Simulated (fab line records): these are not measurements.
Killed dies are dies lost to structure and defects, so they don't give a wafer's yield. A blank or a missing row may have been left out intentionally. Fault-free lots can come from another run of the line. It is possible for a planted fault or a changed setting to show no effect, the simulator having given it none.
Chamber matching || flow nand-harc || NHARC_A_STAIRCASE_ALD_415 on ald-hk-01: 4 sister chambers
The step deposits SiO2, target thk 30 nm, pulse time 6 s, ald cycles 300. 4 wafers are shown with their chamber, then 9 later ones without.

## WAFERS, EACH WITH ITS CHAMBER
{"wafer": "L090.2", "chamber": 2, "heater-power-outer-w (W)": 215}
{"wafer": "L092.1", "chamber": 3, "heater-power-outer-w (W)": 226}
{"wafer": "L092.5", "chamber": 1, "heater-power-outer-w (W)": 206}
{"wafer": "L092.6", "chamber": 0, "heater-power-outer-w (W)": 292}

## WAFERS WITH NO CHAMBER GIVEN
{"wafer": "L094.1", "heater-power-outer-w (W)": 288}
{"wafer": "L094.3", "heater-power-outer-w (W)": 234}
{"wafer": "L094.6", "heater-power-outer-w (W)": 232}
{"wafer": "L095.1", "heater-power-outer-w (W)": 232}
{"wafer": "L095.4", "heater-power-outer-w (W)": 212}
{"wafer": "L095.5", "heater-power-outer-w (W)": 288}
{"wafer": "L097.2", "heater-power-outer-w (W)": 238}
{"wafer": "L097.4", "heater-power-outer-w (W)": 297}
{"wafer": "L097.5", "heater-power-outer-w (W)": 286}

## EACH ONE'S CHAMBER
{"wafer": "L094.1", "from the rows above": 0, "in truth": 0}
{"wafer": "L094.3", "from the rows above": "can't be placed: 3 or 2", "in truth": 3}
{"wafer": "L094.6", "from the rows above": "can't be placed: 3 or 2", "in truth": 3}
{"wafer": "L095.1", "from the rows above": "can't be placed: 3 or 2", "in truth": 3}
{"wafer": "L095.4", "from the rows above": "can't be placed: 2 or 1 or 3", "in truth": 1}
{"wafer": "L095.5", "from the rows above": 0, "in truth": 0}
{"wafer": "L097.2", "from the rows above": "can't be placed: 3 or 2", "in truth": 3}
{"wafer": "L097.4", "from the rows above": 0, "in truth": 0}
{"wafer": "L097.5", "from the rows above": 0, "in truth": 0}
4 of 9 placed correctly. These rows do not allow placing 5 (true chamber among the candidates in 5). Placed wrongly: 0.
How it was worked out, from the rows above alone: a wafer's distance from a chamber is the root of the sum, over the readings, of the square of ((its reading less the chamber's mean) divided by the reading's scatter). If the next closest chamber is less than 2 further off than the closest, the wafer can't be placed; otherwise it belongs to the closest. Each chamber's mean is taken over the wafers shown for it. The scatter (one wafer shown for each chamber): square how far every hidden wafer sits from the nearest shown wafer, average those squares and take the square root.
